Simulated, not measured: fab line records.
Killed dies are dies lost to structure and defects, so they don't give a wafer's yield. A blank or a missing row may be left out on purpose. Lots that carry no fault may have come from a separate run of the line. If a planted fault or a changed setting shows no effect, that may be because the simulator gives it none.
A struck lot beside a sound one | flow n5Finfet | 15 out of 1938 route steps
Sound: these wafers, L777.3, L777.4, L777.6. Wafers struck: L785.2, L785.3, L785.5. The cause comes at the end.
Per side, at each step with rows, come the tool, then ch with its chambers, and then its first start. Under that, the readings that differ: sound wafers | struck wafers | difference of the means | sigmas: that difference in standard deviations of wafers without a fault.
alike: words and numbers the same on both sides, and readings whose means are apart by under 2 such deviations; not compared: readings that were withheld, readings missing a value for some wafer, numbers with overlapping values and no deviation given by the record, and bounds like >300 which may hide the same value.
Wherever a step has rows on one side only, a row that says differs or no value, or a row with sigmas, the two part there. Numbers that have no deviation but don't overlap get no sigmas and don't part them. A reading missing from all wafers of one side parts the sides only when that side holds two or more wafers.

N5_BEOL_M2_SPUTTER_92: material Cu, target thk 4.5 nm, time 8.29 s.
  sound: pvdSputter-02 at day 9 13:09; struck: pvdSputter-03 at day 11 15:07
  alike: throttleValvePct
then, 1 step without rows for these wafers: N5_BEOL_M2_ANNEAL_93 (time 240 s).
N5_BEOL_M2_SPUTTER_94: material Cu, target thk 4.5 nm, time 8.29 s.
  sound: pvdSputter-02 at day 9 13:22; struck: pvdSputter-03 at day 11 15:20
  alike: throttleValvePct
then, 1 step without rows for these wafers: N5_BEOL_M2_ANNEAL_95 (time 240 s).
N5_BEOL_M2_SPUTTER_96: material Cu, target thk 4.5 nm, time 8.29 s.
  sound: pvdSputter-02 at day 9 13:35; struck: pvdSputter-03 at day 11 15:34
  alike: throttleValvePct
then, 1 step without rows for these wafers: N5_BEOL_M2_ECD_50 (material Cu, target thk 300 nm).
N5_BEOL_M2_ANNEAL_51: time 90 s.
  sound on rtpAnneal-02 ch 0, day 9 13:52; struck on rtpAnneal-02 ch 0, day 11 15:48
  alike: wafer_temp_C_max
then, 1 step without rows for these wafers: N5_BEOL_M2_CMP_52 (polishes, stops on SiOC, t overpolish 6.8 s, target thk 40 nm).
N5_BEOL_M2_THK_MEAS_53: measures by xrf.
  sound: filmMetro-01 at day 9 14:23; struck: filmMetro-01 at day 11 16:21
  alike: M2_THK
then, 1 step without rows for these wafers: N5_BEOL_M2_PRE_CLEAN_60 (time 15 s).
N5_BEOL_M2_CO_CAP_55: material Co, precursor CCTBA/H2, target thk 2 nm, time 102.1 s.
  sound on cvdCo-02 ch 0,1, day 9 14:27; struck on cvdCo-01 ch 0,2, day 11 16:25
  alike: heaterPowerW
then, 1 step without rows for these wafers: N5_BEOL_M2_PRE_CLEAN_56 (time 15 s).
N5_BEOL_M2_DEP_57: deposits SiCN from 3MS/NH3, target thk 8 nm, time 14 s.
  sound on pecvd-01 ch 0,1,2, day 9 14:34; struck on pecvd-01 ch 0,1,2, day 11 16:32
  no value came back on the struck wafers for any of 5 readings (chamberPressureTorr (Torr), rfFwdPowerW (W) and others); on the sound wafers chamberPressureTorr (Torr) reads 3.009 3.005 2.996
N5_BEOL_M4_RC_MEAS_101:
  the record has rows for the sound wafers here (prober-02 ch 0, day 10 18:48) and none for the struck ones
-- here the record skips 5 days between the struck wafers' starts before and after, leaving off in module BEOL_M4 and picking up in module PASSIVATION (first step shown: number 1936 of the route) --
N5_PASSIVATION_PROBE_49:
  only the struck wafers here have rows in the record (prober-02, day 17 01:45); the sound ones have none

== WHERE THEY PART ==
Earliest at N5_BEOL_M2_DEP_57; latest, in this record, at N5_PASSIVATION_PROBE_49.

WHY: what the simulator had put in
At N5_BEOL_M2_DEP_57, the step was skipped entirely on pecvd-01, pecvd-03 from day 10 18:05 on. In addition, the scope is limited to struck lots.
